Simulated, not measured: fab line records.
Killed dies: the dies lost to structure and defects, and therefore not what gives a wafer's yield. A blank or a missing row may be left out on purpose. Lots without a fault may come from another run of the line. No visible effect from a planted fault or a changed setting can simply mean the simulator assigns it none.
The tool behind it: which one? ; flow nand harc ; 20 wafers from 7 lots sampled at 4 of the route's 1159 steps

== WHAT EACH GAUGE READ, for each wafer ==
NHARC_A_ONON_D1_THK_MEAS_30: measures by ellipsometry.
lot;measured;on;thk nm (nm)
L643;day 8 10:07;film metro-01;987 988 986
L646;day 8 17:05;film metro-01;1025 1026 1026
L648;day 9 18:37;film metro-02;998 999 999
L651;day 10 02:35;film metro-02;995 995 993
L653;day 11 04:36;film metro-01;999 1088
L657;day 11 19:58;film metro-01;995 995 993
L664;day 13 02:46;film metro-01;1008 1008 1010

== EACH LOT AND THE TOOL THAT RAN IT (in order: tool; ch and the chambers of the sampled wafers; start) ==
lot;NHARC_P_BONDPAD_ANNEAL_28;NHARC_A_ZERO_WELL_DESCUM_12;NHARC_A_ONON_D1_DEP_28
L643;rtp anneal-01 ch 0, day 6 21:13;rie diel-02 ch 2,3, day 6 23:39;pecvd onon-01 ch 0, day 8 09:36
L646;rtp anneal-01 ch 0, day 7 04:49;rie diel-07 ch 0,3, day 7 07:11;pecvd onon-01 ch 0, day 8 16:34
L648;rtp anneal-02 ch 0, day 8 01:40;rie diel-02 ch 0,1,3, day 8 04:02;pecvd onon-02 ch 0, day 9 18:07
L651;rtp anneal-01 ch 0, day 8 14:04;rie diel-02 ch 0,2,3, day 8 16:18;pecvd onon-02 ch 0, day 10 02:05
L653;rtp anneal-01 ch 0, day 9 15:04;rie diel-02 ch 3, day 9 17:26;pecvd onon-01 ch 0, day 11 04:05
L657;rtp anneal-01 ch 0, day 10 08:28;rie diel-08 ch 1,2, day 10 10:43;pecvd onon-04 ch 0, day 11 19:28
L664;rtp anneal-01 ch 0, day 11 15:14;rie diel-08 ch 1,3, day 11 17:37;pecvd onon-02 ch 0, day 13 02:19
- NHARC_P_BONDPAD_ANNEAL_28: time 90 s.
- NHARC_A_ZERO_WELL_DESCUM_12: chemistry O2, time 3 s.
- NHARC_A_ONON_D1_DEP_28: target thk 1000 nm.

== THE ANSWER, worked out from the rows above alone ==
Rule: the lots themselves supply what counts as usual. The widest of any qualifying gaps counts: lots, ordered by their means at a reading, are off when they make up no more than a third of the lots, leave a main group of 4 or more, and stand apart from it by 3 or more times the standard deviation of that group's means. The tables above print the reading to a certain number of digits; a main group whose means all agree to those digits is not used. A lot without any number at a reading at which 4 lots or more have one is off too. Any other lot the step has rows for is counted as sound.
No lot is off at any reading shown: from this, nothing can be told.

== WHAT THE SIMULATOR HAD INSERTED ==
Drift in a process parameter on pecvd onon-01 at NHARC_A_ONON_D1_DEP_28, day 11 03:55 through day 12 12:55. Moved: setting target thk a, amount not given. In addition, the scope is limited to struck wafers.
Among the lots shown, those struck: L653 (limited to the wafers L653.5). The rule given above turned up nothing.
